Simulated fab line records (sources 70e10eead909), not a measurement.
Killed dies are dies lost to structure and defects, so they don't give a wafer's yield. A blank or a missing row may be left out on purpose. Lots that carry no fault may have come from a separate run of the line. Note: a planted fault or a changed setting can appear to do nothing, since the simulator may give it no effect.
Chamber matching || flow nand harc || NHARC_A_STAIRCASE_TRIM_229 on rie diel-04 has 4 sister chambers
The step chemistry O2, time 211.2 s. 4 wafers are shown with their chamber, then 8 later ones without.

## WAFERS PAIRED WITH THEIR CHAMBERS
{"wafer": "L748.1", "chamber": 2, "showerhead plenum p Torr (Torr)": 3.62}
{"wafer": "L748.3", "chamber": 1, "showerhead plenum p Torr (Torr)": 3.28}
{"wafer": "L748.6", "chamber": 3, "showerhead plenum p Torr (Torr)": 3.73}
{"wafer": "L750.2", "chamber": 0, "showerhead plenum p Torr (Torr)": 3.39}

## WAFERS WITHOUT THEIR CHAMBER
{"wafer": "L750.4", "showerhead plenum p Torr (Torr)": 3.62}
{"wafer": "L750.5", "showerhead plenum p Torr (Torr)": 3.62}
{"wafer": "L752.2", "showerhead plenum p Torr (Torr)": 3.72}
{"wafer": "L752.3", "showerhead plenum p Torr (Torr)": 3.39}
{"wafer": "L752.4", "showerhead plenum p Torr (Torr)": 3.72}
{"wafer": "L764.3", "showerhead plenum p Torr (Torr)": 3.70}
{"wafer": "L764.4", "showerhead plenum p Torr (Torr)": 3.80}
{"wafer": "L764.6", "showerhead plenum p Torr (Torr)": 3.80}

## WHICH CHAMBER EACH WENT THROUGH
{"wafer": "L750.4", "from the rows above": 2, "in truth": 2}
{"wafer": "L750.5", "from the rows above": 2, "in truth": 2}
{"wafer": "L752.2", "from the rows above": 3, "in truth": 3}
{"wafer": "L752.3", "from the rows above": 0, "in truth": 0}
{"wafer": "L752.4", "from the rows above": 3, "in truth": 3}
{"wafer": "L764.3", "from the rows above": "can't be placed: 3 or 2", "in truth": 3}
{"wafer": "L764.4", "from the rows above": 3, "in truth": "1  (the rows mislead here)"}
{"wafer": "L764.6", "from the rows above": 3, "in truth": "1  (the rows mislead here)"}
Placed correctly: 5 of 8. Not placeable from these rows: 1 (in 1, the candidates include the true chamber). Wrongly placed: 2.
How it was worked out, from the rows above alone: a wafer's distance from a chamber is the root of the sum, over the readings, of the square of ((its reading less the chamber's mean) divided by the reading's scatter). If the next closest chamber is less than 2 further off than the closest, the wafer can't be placed; otherwise it belongs to the closest. Each chamber's mean is taken over the wafers shown for it. The scatter (one wafer shown for each chamber): square how far every hidden wafer sits from the nearest shown wafer, average those squares and take the square root.
